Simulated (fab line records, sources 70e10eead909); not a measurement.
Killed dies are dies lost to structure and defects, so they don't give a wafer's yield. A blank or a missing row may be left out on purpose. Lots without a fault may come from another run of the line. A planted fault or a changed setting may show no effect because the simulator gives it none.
Chamber matching | flow nand_harc | NHARC_P_GATE_STRIP_108 on rie_diel-13: 4 sister chambers
The step strips in O2. 8 wafers are shown with their chamber, then 10 later ones without.

WAFERS WITH THEIR CHAMBER
wafer  | chamber | showerhead_plenum_p_Torr (Torr) | drypump_motor_current_A (A)
L083.2 | 2       | 3.64                            | 6.1
L087.1 | 2       | 3.64                            | 6.2
L087.2 | 1       | 3.52                            | 6.1
L091.1 | 0       | 3.56                            | 5.5
L091.4 | 1       | 3.51                            | 6.1
L091.5 | 3       | 3.47                            | 5.0
L092.1 | 3       | 3.47                            | 5.1
L092.3 | 0       | 3.56                            | 5.6

WAFERS WITHOUT THEIR CHAMBER
wafer  | showerhead_plenum_p_Torr (Torr) | drypump_motor_current_A (A)
L092.5 | 3.63                            | 6.1
L093.2 | 3.47                            | 5.1
L093.3 | 3.63                            | 6.2
L093.6 | 3.63                            | 6.2
L094.2 | 3.56                            | 5.6
L094.4 | 3.47                            | 5.0
L094.5 | 3.47                            | 5.1
L096.2 | 3.55                            | 5.5
L096.4 | 3.63                            | 6.2
L096.5 | 3.63                            | 6.1

WHICH CHAMBER EACH WENT THROUGH
wafer  | from the rows above | in truth
L092.5 | 2                   | 2
L093.2 | 3                   | 3
L093.3 | 2                   | 2
L093.6 | 2                   | 2
L094.2 | 0                   | 0
L094.4 | 3                   | 3
L094.5 | 3                   | 3
L096.2 | 0                   | 0
L096.4 | 2                   | 2
L096.5 | 2                   | 2
Placed correctly: 10 of 10. Can't be placed from these rows: 0. Placed wrongly: 0.
How it was worked out, from the rows above alone: a wafer's distance from a chamber is the root of the sum, over the readings, of the square of ((its reading less the chamber's mean) divided by the reading's scatter). The wafer belongs to the nearest chamber; if the next one is less than 2 further off, it can't be placed. A chamber's mean is the mean of its shown wafers. The scatter: the root of (the sum of the squares of (reading less its chamber's mean) over the shown wafers, divided by (wafers less chambers)).
